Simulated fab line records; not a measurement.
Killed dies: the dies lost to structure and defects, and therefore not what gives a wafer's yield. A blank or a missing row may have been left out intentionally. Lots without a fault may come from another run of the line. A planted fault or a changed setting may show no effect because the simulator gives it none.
Chamber matching / flow nand_harc / NHARC_A_STAIRCASE_DEP_280 on pecvd-04 has 3 sister chambers
The step deposits SiON, target thk 30 nm. 27 wafers are shown with their chamber, then 12 later ones without.

## WAFERS WITH THEIR CHAMBER
wafer=L074.3; chamber=0; heater_power_w (W)=676
wafer=L074.5; chamber=2; heater_power_w (W)=799
wafer=L074.6; chamber=1; heater_power_w (W)=742
wafer=L078.1; chamber=1; heater_power_w (W)=751
wafer=L078.4; chamber=2; heater_power_w (W)=782
wafer=L078.6; chamber=1; heater_power_w (W)=729
wafer=L079.1; chamber=0; heater_power_w (W)=678
wafer=L079.3; chamber=2; heater_power_w (W)=862
wafer=L079.5; chamber=1; heater_power_w (W)=784
wafer=L080.1; chamber=2; heater_power_w (W)=755
wafer=L080.2; chamber=0; heater_power_w (W)=566
wafer=L080.3; chamber=1; heater_power_w (W)=808
wafer=L084.1; chamber=1; heater_power_w (W)=793
wafer=L084.2; chamber=0; heater_power_w (W)=618
wafer=L084.4; chamber=2; heater_power_w (W)=786
wafer=L087.1; chamber=0; heater_power_w (W)=702
wafer=L087.2; chamber=2; heater_power_w (W)=863
wafer=L087.3; chamber=1; heater_power_w (W)=763
wafer=L089.1; chamber=1; heater_power_w (W)=720
wafer=L089.2; chamber=0; heater_power_w (W)=605
wafer=L089.5; chamber=1; heater_power_w (W)=721
wafer=L088.1; chamber=0; heater_power_w (W)=575
wafer=L088.2; chamber=1; heater_power_w (W)=747
wafer=L088.3; chamber=2; heater_power_w (W)=742
wafer=L090.2; chamber=2; heater_power_w (W)=812
wafer=L090.5; chamber=2; heater_power_w (W)=810
wafer=L090.6; chamber=0; heater_power_w (W)=648

SIGNATURES (averages over the wafers above)
reading=heater_power_w; chamber 0=633.50; chamber 1=755.80; chamber 2=801.22; scatter within a chamber=40.9
Rule: for a wafer and a chamber, the distance is found by dividing, reading by reading, the gap between the wafer's reading and the chamber's mean by the reading's scatter, squaring, summing and taking the root. The wafer belongs to the nearest chamber; if the next one is less than 2 further off, it can't be placed. The scatter is the square root of a quotient: the sum, over the shown wafers, of each reading's squared deviation from its chamber's mean, divided by wafers minus chambers.

## WAFERS WITHOUT THEIR CHAMBER
wafer=L091.1; heater_power_w (W)=700
wafer=L091.3; heater_power_w (W)=894
wafer=L091.5; heater_power_w (W)=772
wafer=L092.1; heater_power_w (W)=773
wafer=L092.4; heater_power_w (W)=585
wafer=L092.6; heater_power_w (W)=789
wafer=L094.3; heater_power_w (W)=773
wafer=L094.4; heater_power_w (W)=789
wafer=L094.6; heater_power_w (W)=694
wafer=L095.1; heater_power_w (W)=707
wafer=L095.4; heater_power_w (W)=860
wafer=L095.5; heater_power_w (W)=720

## THE CHAMBER EACH PASSED THROUGH
wafer=L091.1; from the rows above=can't be placed: 1 or 0 or 2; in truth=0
wafer=L091.3; from the rows above=can't be placed: 2 or 1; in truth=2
wafer=L091.5; from the rows above=can't be placed: 1 or 2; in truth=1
wafer=L092.1; from the rows above=can't be placed: 1 or 2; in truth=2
wafer=L092.4; from the rows above=0; in truth=0
wafer=L092.6; from the rows above=can't be placed: 2 or 1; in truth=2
wafer=L094.3; from the rows above=can't be placed: 1 or 2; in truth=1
wafer=L094.4; from the rows above=can't be placed: 2 or 1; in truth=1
wafer=L094.6; from the rows above=can't be placed: 0 or 1 or 2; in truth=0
wafer=L095.1; from the rows above=can't be placed: 1 or 0 or 2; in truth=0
wafer=L095.4; from the rows above=can't be placed: 2 or 1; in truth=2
wafer=L095.5; from the rows above=can't be placed: 1 or 2 or 0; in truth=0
1 of 12 placed correctly. Cannot be placed on the basis of these rows: 11; the candidates contain the true chamber in 11. Wrongly placed: 0.
